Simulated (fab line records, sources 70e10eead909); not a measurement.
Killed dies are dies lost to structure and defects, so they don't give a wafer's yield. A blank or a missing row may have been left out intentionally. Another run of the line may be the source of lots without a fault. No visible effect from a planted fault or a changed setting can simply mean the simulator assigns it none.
fab line records | flow nand_harc | part 2 of 2: steps 21 to 28 of 28
record: lots: 5 wafers: 15 last_day: 33
route steps=1302 shown A_CONTACT@1025
lots untouched by any fault: they come from a run of this same line in which no faults occurred
start_h: hours from the record's opening day to when the first of the lot's shown wafers began | wait_h: how many hours have passed since the lot's step before this one | " as in the row above | L1.1+2: several wafers, shown together as one row | - either no value or no given start | * or withheld: withheld | < > ~ a bound
route shown NAME@n: NAME is a module with steps in the file, n the number in the route of the first one | usual: mean/standard deviation of fault-free wafers | same: alike in all rows | chamber/n: place in a boat | sites: per-site readings | _std_site: their standard deviation | _edge_site: outer sites' mean less inner sites' | radius_mm: for every site, how far away it sits from the centre of the wafer | mask NAME#n: copy n | behind: tool/chamber where the wafer was last shaped | hold: why the lot was held/for how many hours/how that ended | device: the transistor (n, p or np) that didn't switch | end of line: tests run on the same wafers once the route is complete | for a step that has no rows: nothing shown but its recipe | killed: not the wafer's yield, but the dies lost to structure and defects at the first sort | map: shows each die of a wafer: x if killed, . if not, _ if none is there
set.NAME: the setting as run; set.NAME@STEP: as run at that earlier step | model.NAME: the simulator's own value behind a step, which no gauge read
a table for each step, a row for each wafer; lots at some steps of the route
services: a tool's chamber out of use, with start hour (start_h, from the record's first day; less than 0 if before it), hours out, and reason
== steps ==
step: NHARC_A_CONTACT_ETCH_77
recipe: target_depth_a: 1089 time_s: 54.5 cf4_flow_sccm: 100 chf3_flow_sccm: 30 ar_flow_sccm: 0 rf_w: 500 bias_w: 200 chemistry: CF4/CHF3
usual: drypump_motor_current_A: 5.5/0.3 oes_product_au: 0.940/0.022 rf_vpp_V: 371.0/2.7 showerhead_plenum_p_Torr: 1.59/0.08 throttle_valve_pct: 16.801/0.0092
same: time_s: 54.5
columns lot.wafer tool chamber start_h wait_h drypump_motor_current_A oes_product_au rf_hours_counter_h rf_vpp_V showerhead_plenum_p_Torr throttle_valve_pct
L074.4 rie_diel-13 2 - - 5.6 0.959 44 369.6 1.54 16.803
L074.1 " 3 " " 5.7 0.965 50 369.1 1.54 16.819
L074.2 " 0 " " 5.3 0.964 56 366.8 1.47 16.802
L080.1 rie_diel-03 3 - - 5.7 0.910 17 371.6 1.62 16.808
L080.4 " 0 " " 5.7 0.924 17 372.4 1.64 16.807
L080.6 " 2 " " 5.1 0.929 - 373.4 1.65 16.797
L085.1 rie_diel-03 1 - - 5.3 0.934 25 366.1 1.46 16.809
L085.4 " 2 " " 5.2 0.927 25 372.7 1.64 16.806
L085.5 " 3 " " 5.6 0.914 - 372.8 1.62 16.807
L087.2 rie_diel-13 1 - - 5.5 0.926 41 368.4 1.50 16.800
L087.4 " 2 " " 5.6 0.927 42 369.6 1.53 16.785
L087.5 " 1 " " 5.5 0.927 - 368.2 1.50 16.781
L093.2 rie_diel-03 2 - - 5.2 0.921 10 371.6 1.64 16.799
L093.3 " 3 " " 5.7 0.925 11 372.7 1.61 16.801
L093.5 " 1 " " 5.3 0.932 - 376.1 1.70 16.804
step: NHARC_A_CONTACT_ETCH_78
recipe: target_depth_a: 53000 over_etch_frac: 0.3 time_s: 1378 ion_energy_ev: 150 o2_flow_sccm: 400 cos_flow_sccm: 20 ar_flow_sccm: 0 rf_w: 500 bias_w: 300 chemistry: O2/COS
usual: drypump_motor_current_A: 5.5/0.32 oes_product_au: 0.999/0.0088 rf_vpp_V: 314.4/2.5 showerhead_plenum_p_Torr: 3.15/0.16 throttle_valve_pct: 28.331/0.0091
same: time_s: 1378
columns lot.wafer tool chamber start_h wait_h drypump_motor_current_A oes_product_au rf_hours_counter_h rf_vpp_V showerhead_plenum_p_Torr throttle_valve_pct
L074.1 rie_diel-13 0 - - 5.3 0.986 56 309.7 2.92 28.330
L074.2 " 1 " " 5.5 0.996 57 311.4 3.01 28.323
L074.4 " 2 " " 5.6 1.000 44 313.7 3.06 28.324
L080.4 rie_diel-03 0 - - 5.7 0.997 18 316.2 3.25 28.334
L080.1 " 1 " " 5.3 1.017 17 311.2 2.90 28.337
L080.6 " 3 " " 5.7 0.990 - 315.9 3.21 28.347
L085.4 rie_diel-03 0 - - 5.7 0.999 29 315.2 3.25 28.322
L085.1 " 2 " " 5.1 1.001 26 316.4 3.26 28.328
L085.5 " 1 " " 5.3 1.005 - 310.5 2.89 28.339
L087.4 rie_diel-13 0 - - 5.3 0.998 45 310.3 2.90 28.324
L087.2 " 1 " " 5.6 1.002 42 312.8 2.99 28.339
L087.5 " 0 " " 5.3 1.003 - 309.8 2.90 28.346
L093.2 rie_diel-03 2 - - 5.2 0.995 10 316.1 3.26 28.334
L093.3 " 0 " " 5.7 1.000 12 317.0 3.24 28.327
L093.5 " 2 " " 5.1 0.985 - 317.5 3.26 28.321
step: NHARC_A_CONTACT_ETCH_124
recipe: source_w: withheld pressure_mtorr: 20 bias_v: withheld time_s: 140 target_depth_a: 7000 ar_flow_sccm: withheld c4f8_flow_sccm: withheld o2_flow_sccm: withheld chemistry: C4F8/O2/Ar
same: time_s: 140
columns lot.wafer tool chamber start_h wait_h rf_hours_counter_h
L074.1 har_cap_etch-03 0 518.15 - 45
L074.2 " 1 " " 45
L074.4 " 0 " " -
L080.1 har_cap_etch-01 0 569.17 - 9
L080.4 " 1 " " -
L080.6 " 1 " " -
L085.1 har_cap_etch-03 0 619.65 - 64
L085.4 " 0 " " -
L085.5 " 0 " " -
L087.2 har_cap_etch-02 0 637.70 - 107
L087.4 " 1 " " -
L087.5 " 0 " " -
L093.2 har_cap_etch-02 1 708.58 - 118
L093.3 " 1 " " -
L093.5 " 0 " " -
step: NHARC_A_CONTACT_ETCH_125
recipe: source_w: withheld pressure_mtorr: 20 bias_v: 3000 time_s: 197 target_depth_a: 19180 ar_flow_sccm: withheld c4f8_flow_sccm: withheld o2_flow_sccm: withheld chemistry: C4F8/O2/Ar
same: time_s: 197
columns lot.wafer tool chamber start_h wait_h rf_hours_counter_h
L074.1 har_cap_etch-03 0 518.35 0.2 45
L074.2 " 1 " " 45
L074.4 " 0 " " -
L080.1 har_cap_etch-01 0 569.37 0.2 9
L080.4 " 1 " " -
L080.6 " 1 " " -
L085.1 har_cap_etch-03 0 619.84 0.2 64
L085.4 " 0 " " -
L085.5 " 0 " " -
L087.2 har_cap_etch-02 0 637.90 0.2 107
L087.4 " 1 " " -
L087.5 " 0 " " -
L093.2 har_cap_etch-02 1 708.78 0.2 118
L093.3 " 1 " " -
L093.5 " 0 " " -
step: NHARC_A_CONTACT_ETCH_126
recipe: source_w: withheld pressure_mtorr: 20 bias_v: 3000 time_s: 197 target_depth_a: 19180 ar_flow_sccm: withheld c4f8_flow_sccm: withheld o2_flow_sccm: withheld chemistry: C4F8/O2/Ar
same: time_s: 197
columns lot.wafer tool chamber start_h wait_h rf_hours_counter_h
L074.1 har_cap_etch-03 0 518.53 0.1 45
L074.2 " 1 " " 45
L074.4 " 0 " " -
L080.1 har_cap_etch-01 0 569.55 0.1 9
L080.4 " 1 " " -
L080.6 " 1 " " -
L085.1 har_cap_etch-03 0 620.02 0.1 64
L085.4 " 0 " " -
L085.5 " 0 " " -
L087.2 har_cap_etch-02 0 638.07 0.1 107
L087.4 " 1 " " -
L087.5 " 0 " " -
L093.2 har_cap_etch-02 1 708.95 0.1 118
L093.3 " 1 " " -
L093.5 " 0 " " -
step: NHARC_A_CONTACT_ETCH_127
recipe: source_w: withheld pressure_mtorr: 20 bias_v: 3000 time_s: 197 target_depth_a: 19180 ar_flow_sccm: withheld c4f8_flow_sccm: withheld o2_flow_sccm: withheld chemistry: C4F8/O2/Ar
same: time_s: 197
columns lot.wafer tool chamber start_h wait_h rf_hours_counter_h
L074.1 har_cap_etch-03 0 518.71 0.1 46
L074.2 " 1 " " 46
L074.4 " 0 " " -
L080.1 har_cap_etch-01 0 569.73 0.1 9
L080.4 " 1 " " -
L080.6 " 1 " " -
L085.1 har_cap_etch-03 0 620.19 0.1 64
L085.4 " 0 " " -
L085.5 " 0 " " -
L087.2 har_cap_etch-02 0 638.25 0.1 107
L087.4 " 1 " " -
L087.5 " 0 " " -
L093.2 har_cap_etch-02 1 709.13 0.1 118
L093.3 " 1 " " -
L093.5 " 0 " " -
step: NHARC_A_CONTACT_ETCH_128
recipe: source_w: withheld pressure_mtorr: 20 bias_v: 3000 time_s: 197 target_depth_a: 19180 ar_flow_sccm: withheld c4f8_flow_sccm: withheld o2_flow_sccm: withheld chemistry: C4F8/O2/Ar
same: time_s: 197
columns lot.wafer tool chamber start_h wait_h rf_hours_counter_h
L074.1 har_cap_etch-03 0 518.88 0.1 46
L074.2 " 1 " " 46
L074.4 " 0 " " -
L080.1 har_cap_etch-01 0 569.91 0.1 10
L080.4 " 1 " " -
L080.6 " 1 " " -
L085.1 har_cap_etch-03 0 620.37 0.1 65
L085.4 " 0 " " -
L085.5 " 0 " " -
L087.2 har_cap_etch-02 0 638.42 0.1 107
L087.4 " 1 " " -
L087.5 " 0 " " -
L093.2 har_cap_etch-02 1 709.31 0.1 118
L093.3 " 1 " " -
L093.5 " 0 " " -
step: NHARC_A_CONTACT_ETCH_129
recipe: source_w: withheld pressure_mtorr: 20 bias_v: 3000 time_s: 197 target_depth_a: 19180 ar_flow_sccm: withheld c4f8_flow_sccm: withheld o2_flow_sccm: withheld chemistry: C4F8/O2/Ar
same: time_s: 197
columns lot.wafer tool chamber start_h wait_h rf_hours_counter_h
L074.1 har_cap_etch-03 0 519.06 0.1 46
L074.2 " 1 " " 46
L074.4 " 0 " " -
L080.1 har_cap_etch-01 0 570.08 0.1 10
L080.4 " 1 " " -
L080.6 " 1 " " -
L085.1 har_cap_etch-03 0 620.55 0.1 65
L085.4 " 0 " " -
L085.5 " 0 " " -
L087.2 har_cap_etch-02 0 638.60 0.1 107
L087.4 " 1 " " -
L087.5 " 0 " " -
L093.2 har_cap_etch-02 1 709.49 0.1 119
L093.3 " 1 " " -
L093.5 " 0 " " -
== services ==
columns tool chamber start_h hours kind
pecvd-01 - 492.00 13.0 pm
wet_bench-07 - 492.06 4.2 repair
arfi_scanner-02 - 492.59 0.9 repair
har_cap_etch-01 - 497.13 17.0 pm
rie_diel-13 0 499.96 6.0 repair
litho_track-01 - 505.00 7.0 pm
wet_bench-07 - 512.00 8.0 pm
rie_diel-13 - 520.19 9.0 pm
arfi_scanner-03 - 521.72 32.7 repair
litho_track-06 - 529.00 7.0 pm
har_cap_etch-03 - 529.17 1.1 repair
litho_track-04 - 553.00 7.0 pm
arfi_scanner-03 - 565.10 1.2 repair
rie_diel-03 - 588.78 0.5 repair
acl_dep-02 - 607.17 13.0 pm
rie_diel-03 - 635.35 9.0 pm
wet_bench-07 - 654.42 2.8 repair
acl_dep-03 - 661.56 13.0 pm
rie_diel-13 0 666.80 4.1 repair
pecvd-01 - 673.22 13.0 pm
litho_track-01 - 680.00 7.0 pm
wet_bench-07 - 688.00 8.0 pm
rie_diel-13 - 698.15 9.0 pm
litho_track-06 - 704.00 7.0 pm
